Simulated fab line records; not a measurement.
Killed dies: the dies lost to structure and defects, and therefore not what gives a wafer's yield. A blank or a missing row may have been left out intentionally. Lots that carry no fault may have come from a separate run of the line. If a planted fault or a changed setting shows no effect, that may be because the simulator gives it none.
Chamber matching / flow n5Finfet / N5_DUMMY_GATE_STRIP_48 on rieDiel-05 has 4 sister chambers
The step strips in N2/H2, time 20 s. 4 wafers are shown with their chamber, then 9 later ones without.

== EACH WAFER AND ITS CHAMBER ==
wafer=L080.6; chamber=0; drypumpMotorCurrentA (A)=5.6
wafer=L082.2; chamber=3; drypumpMotorCurrentA (A)=6.1
wafer=L085.2; chamber=2; drypumpMotorCurrentA (A)=4.9
wafer=L085.6; chamber=1; drypumpMotorCurrentA (A)=6.5

== WAFERS WITH NO CHAMBER GIVEN ==
wafer=L088.1; drypumpMotorCurrentA (A)=4.9
wafer=L088.2; drypumpMotorCurrentA (A)=6.5
wafer=L088.5; drypumpMotorCurrentA (A)=6.5
wafer=L092.2; drypumpMotorCurrentA (A)=4.8
wafer=L092.5; drypumpMotorCurrentA (A)=5.6
wafer=L092.6; drypumpMotorCurrentA (A)=4.9
wafer=L093.1; drypumpMotorCurrentA (A)=6.1
wafer=L093.4; drypumpMotorCurrentA (A)=6.1
wafer=L093.5; drypumpMotorCurrentA (A)=5.6

== WHICH CHAMBER EACH ONE RAN IN ==
wafer=L088.1; from the rows above=2; in truth=2
wafer=L088.2; from the rows above=1; in truth=1
wafer=L088.5; from the rows above=1; in truth=1
wafer=L092.2; from the rows above=2; in truth=2
wafer=L092.5; from the rows above=0; in truth=0
wafer=L092.6; from the rows above=2; in truth=2
wafer=L093.1; from the rows above=3; in truth=3
wafer=L093.4; from the rows above=3; in truth=3
wafer=L093.5; from the rows above=0; in truth=0
Correct placement for 9 of the 9. From these rows, 0 cannot be placed. Placed wrongly: 0.
How it was worked out, from the rows above alone: a wafer's distance from a chamber is the root of the sum, over the readings, of the square of ((its reading less the chamber's mean) divided by the reading's scatter). The wafer belongs to the nearest chamber; if the next one is less than 2 further off, it can't be placed. The mean given for a chamber averages the wafers shown for that chamber. The scatter: root of mean squared gap, hidden wafer to nearest shown wafer, with one shown wafer a chamber.
